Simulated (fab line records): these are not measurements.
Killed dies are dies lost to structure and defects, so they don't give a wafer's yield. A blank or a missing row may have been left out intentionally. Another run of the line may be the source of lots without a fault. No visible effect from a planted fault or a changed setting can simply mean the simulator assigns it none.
fab line records	flow n5Finfet
record: lots: 10	wafers: 28	lastDay: 19
route steps=1938 shown BEOL_M2@866 BEOL_M4@1111
lots with no fault: from the same line, run without faults
startH: start of the lot's first displayed wafer, in hours after the record's first day	waitH: time in hours since the lot's previous step	" identical to the entry in the row above	L1.1+2: a single row standing in for several wafers	- no value, or no start was given	* or withheld: withheld	< > ~ a bound
route shown NAME@n: NAME is a module with steps in the file, n the number in the route of the first one	usual: mean/standard deviation taken from wafers without a fault	same: alike in all rows	chamber/n: place in a boat	sites: each site's reading	_std_site: standard deviation across them	_edge_site: the outer-site mean with the inner-site mean subtracted	radiusMm: for every site, how far away it sits from the centre of the wafer	mask NAME#n: copy n	behind: the most recent tool/chamber to have shaped the wafer	hold: reason for holding the lot/hours on hold/outcome of the hold	device: names the non-switching transistor (n, p or np)	end of line: at the end of the route, the tests of the same wafers	where a step has no rows: the recipe by itself	killed: the dies lost at the first sort to structure and to defects; this is not the yield of the wafer	map: shows each die of a wafer: x if killed, . if not, _ if none is there
set.NAME: setting as actually run; set.NAME@STEP: the setting as run at that earlier step	model.NAME: the simulator's own value behind a step, which no gauge read
steps of the route over a sample of lots; a table a step, a row a wafer
services: the hour from which a tool's chamber was out of use, counted from the record's first day as startH (under 0 if before that day), plus the number of hours and why
== steps ==
step: N5_BEOL_M2_CD_MEAS_18
recipe: pitchNm: 36	targetCdNm: 18
usual: cdNm: 17.9/0.38
lot.wafer	tool	chamber	startH	waitH	cdNm
L723.2	cdSem-01	-	144.83	0.1	18.0
L723.5	"	-	"	"	17.9
L723.6	"	-	"	"	17.3
L725.1	cdSem-02	-	170.40	0.0	18.7
L725.3	"	-	"	"	17.9
L725.6	"	-	"	"	18.0
L731.3	cdSem-01	-	188.87	0.1	18.2
L731.4	"	-	"	"	18.5
L731.5	"	-	"	"	17.7
L732.1	cdSem-01	-	203.85	0.0	17.9
L732.4	"	-	"	"	17.8
L732.6	"	-	"	"	17.4
L733.1	cdSem-01	-	212.81	0.0	17.7
L733.4	"	-	"	"	17.7
L733.6	"	-	"	"	18.2
L737.2	cdSem-02	-	240.34	0.1	18.6
L737.3	"	-	"	"	18.4
L737.6	"	-	"	"	17.3
L739.2	cdSem-02	-	242.93	0.1	18.2
L739.3	"	-	"	"	17.6
L739.4	"	-	"	"	18.5
L740.2	cdSem-01	-	252.44	0.1	18.3
L740.4	"	-	"	"	17.6
L740.6	"	-	"	"	18.0
L741.5	cdSem-01	-	253.04	0.0	18.0
L741.6	"	-	"	"	17.3
L745.4	cdSem-01	-	285.62	0.1	17.7
L745.5	"	-	"	"	17.8
step: N5_BEOL_M2_INSPECT_30
recipe: mode: adi	inspectInstrument: brightfield
usual: rawDefectCount: 441/100
lot.wafer	tool	chamber	startH	waitH	rawDefectCount
L723.2	defectInspect-01	-	145.24	0.0	573
L723.5	"	-	"	"	693
L723.6	"	-	"	"	549
L725.1	defectInspect-02	-	170.81	0.1	395
L725.3	"	-	"	"	349
L725.6	"	-	"	"	348
L731.3	defectInspect-01	-	189.28	0.0	520
L731.4	"	-	"	"	538
L731.5	"	-	"	"	331
L732.1	defectInspect-01	-	204.38	0.1	558
L732.4	"	-	"	"	429
L732.6	"	-	"	"	516
L733.1	defectInspect-01	-	213.21	0.1	494
L733.4	"	-	"	"	435
L733.6	"	-	"	"	548
L737.2	defectInspect-01	-	240.75	0.0	471
L737.3	"	-	"	"	526
L737.6	"	-	"	"	477
L739.2	defectInspect-01	-	243.46	0.0	451
L739.3	"	-	"	"	515
L739.4	"	-	"	"	469
L740.2	defectInspect-02	-	252.97	0.0	390
L740.4	"	-	"	"	381
L740.6	"	-	"	"	310
L741.5	defectInspect-01	-	253.45	0.0	358
L741.6	"	-	"	"	372
L745.4	defectInspect-01	-	286.03	0.0	327
L745.5	"	-	"	"	449
step: N5_BEOL_M2_VIA_ETCH_34
recipe: chemistry: C4F6/O2	targetDepthA: 694	maskMaterial: SOC	pressureMtorr: 15	ionEnergyEv: 250	taperDeg: 4	timeS: 65.9	sourceW: 350	biasW: 170	Ar_flow_sccm: 300	C4F6_flow_sccm: 10	O2_flow_sccm: 10
usual: drypumpMotorCurrentA: 5.6/0.5	oes_f_703_au: 0.78/0.093	oesProductAu: 0.77/0.09	rfFwdPowerW: 347.6/1.2	rfVppV: 658/17	showerheadPlenumPTorr: 2.87/0.058	throttleValvePct: 30.8/0.32
lot.wafer	tool	chamber	startH	waitH	drypumpMotorCurrentA	oes_f_703_au	oesProductAu	rfFwdPowerW	rfHoursCounterH	rfVppV	showerheadPlenumPTorr	throttleValvePct
L723.2	rieDiel-02	3	165.79	0.0	5.3	0.72	0.67	347.8	245	634	2.90	30.7
L723.5	"	1	"	"	5.7	0.78	0.77	349.0	-	664	2.86	31.1
L723.6	"	0	"	"	6.2	0.69	0.70	349.0	-	681	2.93	31.1
L725.1	rieDiel-02	2	173.26	0.0	5.1	0.74	0.70	348.2	193	657	2.94	30.9
L725.3	"	1	"	"	5.8	0.77	0.77	349.0	133	666	2.86	31.1
L725.6	"	3	"	"	5.3	0.72	0.67	345.2	-	633	2.89	30.7
L731.3	rieDiel-05	1	193.00	0.0	4.9	0.64	0.69	348.5	189	654	2.86	30.6
L731.4	"	3	"	"	5.6	0.71	0.69	346.8	239	671	2.90	30.6
L731.5	"	1	"	"	4.9	0.64	0.69	349.2	-	653	2.86	30.6
L732.1	rieDiel-06	0	211.75	0.0	5.3	0.73	0.74	347.4	186	643	2.95	31.0
L732.4	"	2	"	"	5.4	0.93	0.95	348.8	14	673	2.87	30.6
L732.6	"	0	"	"	5.3	0.72	0.73	348.3	-	642	2.95	31.0
L733.1	rieDiel-02	0	225.12	0.0	6.2	0.67	0.69	349.5	235	683	2.92	31.2
L733.4	"	3	"	"	5.3	0.98	0.94	346.4	9	634	2.89	31.1
L733.6	"	3	"	"	5.3	0.98	0.94	344.9	-	633	2.89	31.1
L737.2	rieDiel-02	3	247.07	0.0	5.3	0.68	0.84	261.3	18	724	2.89	31.1
L737.3	"	0	"	"	6.2	0.49	0.63	263.9	244	782	2.92	31.2
L737.6	"	1	"	"	5.7	0.55	0.70	265.8	-	760	2.85	31.1
L739.2	rieDiel-02	3	250.55	0.0	5.3	0.68	0.84	260.4	19	724	2.89	31.1
L739.3	"	1	"	"	5.7	0.55	0.70	262.7	161	760	2.85	31.1
L739.4	"	2	"	"	5.1	0.53	0.65	262.0	221	753	2.93	31.0
L740.2	rieDiel-06	3	258.06	0.0	4.8	0.82	0.84	347.6	61	675	2.76	30.2
L740.4	"	2	"	"	5.4	0.89	0.90	349.6	30	672	2.86	30.6
L740.6	"	3	"	"	4.8	0.82	0.84	347.8	-	673	2.76	30.2
L741.5	rieDiel-05	1	259.88	0.0	4.9	0.63	0.67	347.5	-	652	2.85	30.7
L741.6	"	2	"	"	5.9	0.81	0.81	348.3	-	629	2.77	30.7
L745.4	rieDiel-05	2	289.09	0.0	5.9	0.80	0.80	349.2	-	630	2.77	30.7
L745.5	"	0	"	"	6.3	0.75	0.75	347.1	-	640	2.74	30.7
step: N5_BEOL_M2_ETCH_41
recipe: chemistry: CH3F/O2	target: SiCN	targetDepthA: 299	taperDeg: 2	timeS: 52.5	ionEnergyEv: 120	maskMaterial: TiN	pressureMtorr: 30	sourceW: 395	biasW: 75	Ar_flow_sccm: 150	CH3F_flow_sccm: 30	O2_flow_sccm: 20
usual: drypumpMotorCurrentA: 5.6/0.5	oesProductAu: 0.77/0.09	rfFwdPowerW: 391.8/1.5	rfVppV: 297.8/1.2	showerheadPlenumPTorr: 2.03/0.043	throttleValvePct: 16.4/0.31
lot.wafer	tool	chamber	startH	waitH	drypumpMotorCurrentA	oesProductAu	rfFwdPowerW	rfHoursCounterH	rfVppV	showerheadPlenumPTorr	throttleValvePct
L723.2	rieDiel-02	3	-	-	5.3	0.67	391.4	245	298.3	2.05	16.7
L723.5	"	1	"	"	5.8	0.77	394.4	-	296.7	2.02	16.6
L723.6	"	0	"	"	6.2	0.70	392.0	-	298.7	2.07	16.8
L725.1	rieDiel-02	2	-	-	5.1	0.71	389.5	193	298.3	2.07	16.5
L725.3	"	1	"	"	5.7	0.77	394.8	133	296.1	2.02	16.6
L725.6	"	3	"	"	5.3	0.68	391.2	-	298.7	2.05	16.7
L731.3	rieDiel-05	1	-	-	4.9	0.68	393.5	189	298.1	2.01	16.3
L731.4	"	3	"	"	5.6	0.70	392.2	240	298.1	2.04	16.4
L731.5	"	1	"	"	4.9	0.69	393.0	-	297.3	2.01	16.3
L732.1	rieDiel-06	0	-	-	5.3	0.73	391.4	186	298.4	2.08	16.6
L732.4	"	2	"	"	5.4	0.95	393.4	14	299.2	2.02	16.1
L732.6	"	0	"	"	5.3	0.73	390.9	-	297.7	2.08	16.6
L733.1	rieDiel-02	0	-	-	6.2	0.68	390.6	235	298.7	2.06	16.8
L733.4	"	3	"	"	5.3	0.92	390.8	9	297.8	2.04	16.4
L733.6	"	3	"	"	5.3	0.93	389.7	-	298.1	2.04	16.4
L737.2	rieDiel-02	3	-	-	5.3	0.91	391.4	18	297.7	2.04	16.4
L737.3	"	0	"	"	6.2	0.68	392.2	244	298.7	2.06	16.8
L737.6	"	1	"	"	5.7	0.74	391.2	-	296.8	2.01	16.6
L739.2	rieDiel-02	3	-	-	5.3	0.89	389.9	19	299.6	2.04	16.4
L739.3	"	1	"	"	5.8	0.74	392.4	161	297.7	2.01	16.6
L739.4	"	2	"	"	5.1	0.70	389.9	221	298.7	2.06	16.5
L740.2	rieDiel-06	3	-	-	4.8	0.84	393.0	61	295.7	1.94	15.8
L740.4	"	2	"	"	5.4	0.91	390.3	30	298.1	2.02	16.2
L740.6	"	3	"	"	4.8	0.85	393.9	-	297.3	1.94	15.8
L741.5	rieDiel-05	1	-	-	4.9	0.67	392.8	-	297.4	2.00	16.3
L741.6	"	2	"	"	5.9	0.81	394.7	-	296.3	1.95	16.2
L745.4	rieDiel-05	2	-	-	5.9	0.80	392.4	-	296.0	1.95	16.2
L745.5	"	0	"	"	6.3	0.75	391.0	-	295.7	1.92	16.3
step: N5_BEOL_M4_RC_MEAS_101
usual: DIBL_N: 36.5/2.2	DIBL_P: 36.9/2.9	IOFF_N: 0.17/0.044	IOFF_P: 0.22/0.052	ION_N: 671/16	ION_P: 461/10	SS_N: 71.6/0.73	SS_P: 73.5/0.79	VT_N: 250/4.1	VT_P: -250/4.1
lot.wafer	tool	chamber	startH	waitH	DIBL_N[mV/V]	DIBL_P[mV/V]	IOFF_N[nA/um]	IOFF_P[nA/um]	ION_N[uA/um]	ION_P[uA/um]	SS_N[mV/dec]	SS_P[mV/dec]	VT_N[mV]	VT_P[mV]
L723.2	prober-02	0	196.53	0.2	35.9	36.2	0.15	0.21	666	459	70.7	73.0	249	-249
L723.5	"	0	"	"	36.7	36.3	0.15	0.20	656	453	71.3	73.7	250	-252
L723.6	"	0	"	"	35.2	36.0	0.14	0.21	664	461	71.9	73.2	253	-248
L725.1	prober-01	0	207.00	0.0	37.2	35.2	0.16	0.19	653	439	72.2	72.8	253	-253
L725.3	"	0	"	"	35.6	36.2	0.14	0.22	658	462	71.2	72.7	254	-250
L725.6	"	0	"	"	36.1	35.9	0.15	0.22	670	457	71.4	73.2	253	-251
L731.3	prober-01	0	234.27	0.3	38.5	37.3	0.19	0.25	694	466	72.3	73.6	247	-248
L731.4	"	0	"	"	42.5	43.5	0.31	0.40	705	483	72.5	75.3	241	-241
L731.5	"	0	"	"	39.5	39.5	0.23	0.30	695	477	72.6	73.9	247	-245
L732.1	prober-02	0	252.78	0.0	36.4	37.6	0.18	0.21	671	452	71.5	73.4	247	-252
L732.4	"	0	"	"	36.7	38.7	0.16	0.23	677	466	71.2	74.4	246	-249
L732.6	"	0	"	"	37.2	40.4	0.22	0.25	709	475	71.3	73.4	243	-247
L733.1	prober-01	0	260.88	0.0	33.4	32.6	0.11	0.14	661	448	70.1	73.1	256	-258
L733.4	"	0	"	"	38.8	38.4	0.19	0.21	669	446	72.4	73.8	251	-252
L733.6	"	0	"	"	36.5	35.0	0.14	0.17	657	454	71.5	72.4	254	-255
L739.2	prober-02	0	290.77	0.2	34.6	35.2	0.13	0.19	662	461	71.6	72.9	252	-250
L739.3	"	0	"	"	38.4	41.1	0.23	0.30	700	477	71.5	74.3	240	-246
L739.4	"	0	"	"	37.3	39.9	0.18	0.30	656	459	71.9	74.1	248	-244
L737.2	prober-01	0	291.34	0.4	38.2	39.8	0.20	0.26	690	471	72.4	74.4	245	-245
L737.3	"	0	"	"	38.2	39.8	0.20	0.25	684	468	72.4	73.7	249	-249
L737.6	"	0	"	"	37.2	38.8	0.19	0.24	687	463	72.5	73.9	245	-248
L740.2	prober-01	0	297.22	0.2	32.5	32.7	0.11	0.14	658	455	69.8	71.9	252	-255
L740.4	"	0	"	"	40.5	41.8	0.22	0.26	677	461	72.3	75.3	247	-249
L740.6	"	0	"	"	35.3	35.7	0.14	0.18	657	453	70.3	73.5	251	-253
L741.5	prober-02	0	297.47	0.6	34.6	34.3	0.13	0.16	652	445	71.5	72.7	253	-253
L741.6	"	0	"	"	36.5	37.3	0.18	0.20	669	453	71.7	73.7	245	-250
L745.4	prober-01	0	340.80	0.5	40.2	42.9	0.23	0.29	669	456	72.3	74.7	248	-247
L745.5	"	0	"	"	42.3	44.0	0.28	0.33	702	471	73.4	75.0	242	-243
== services ==
tool	chamber	startH	hours	kind
rieDiel-06	2	144.60	-	clean
rieDiel-06	2	144.60	-	consumableReplace:focusRing
rieDiel-06	2	144.60	14.3	scheduledDown
rieDiel-06	2	144.60	14.3	ventCycle
rieDiel-06	1	173.12	2.4	repair
rieDiel-06	0	174.16	8.3	repair
rieDiel-02	3	177.94	-	clean
rieDiel-02	3	177.94	-	consumableReplace:focusRing
rieDiel-02	3	177.94	17.6	scheduledDown
rieDiel-02	3	177.94	17.6	ventCycle
rieDiel-05	3	211.18	8.2	repair
rieDiel-05	3	228.10	-	clean
rieDiel-05	3	228.10	-	consumableReplace:esc
rieDiel-05	3	228.10	-	consumableReplace:focusRing
rieDiel-05	3	228.10	26.0	scheduledDown
rieDiel-05	3	228.10	26.0	ventCycle
rieDiel-05	1	231.51	7.3	repair
rieDiel-02	0	271.52	9.9	repair
rieDiel-02	0	281.47	-	clean
rieDiel-02	0	281.47	-	consumableReplace:focusRing
rieDiel-02	0	281.47	15.5	scheduledDown
rieDiel-02	0	281.47	15.5	ventCycle
rieDiel-02	3	287.60	16.7	repair
== key ==
firstSign: step: N5_BEOL_M2_VIA_ETCH_34	reading: rfFwdPowerW	direction: down	sigmas: 70	usual: *	struck: *
effect: step: N5_BEOL_M2_VIA_ETCH_34	reading: rfVppV	direction: up	sigmas: 5.4	usual: 658	struck: 751
metAt N5_BEOL_M2_VIA_ETCH_34
struckLots L737,L739
baselineLoss: step: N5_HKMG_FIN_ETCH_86	wafers: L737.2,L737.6
notActingAt N5_BEOL_M2_CD_MEAS_18,N5_BEOL_M2_INSPECT_30,N5_BEOL_M2_ETCH_41
onsetBetween 225.12 247.07
fault: kind: processParameterDrift	tool: rieDiel-02	chamber: -	onsetH: 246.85	steps: N5_BEOL_M2_VIA_ETCH_34	channel: sourceW	offset: -84	shape: step	endH: 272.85	actsIn: theseRecipesOnly	stated: 350
baselineLoss: these wafers lose ten dies or more at that step, a loss of the line's own and not of a fault; the sort's usual values leave them out
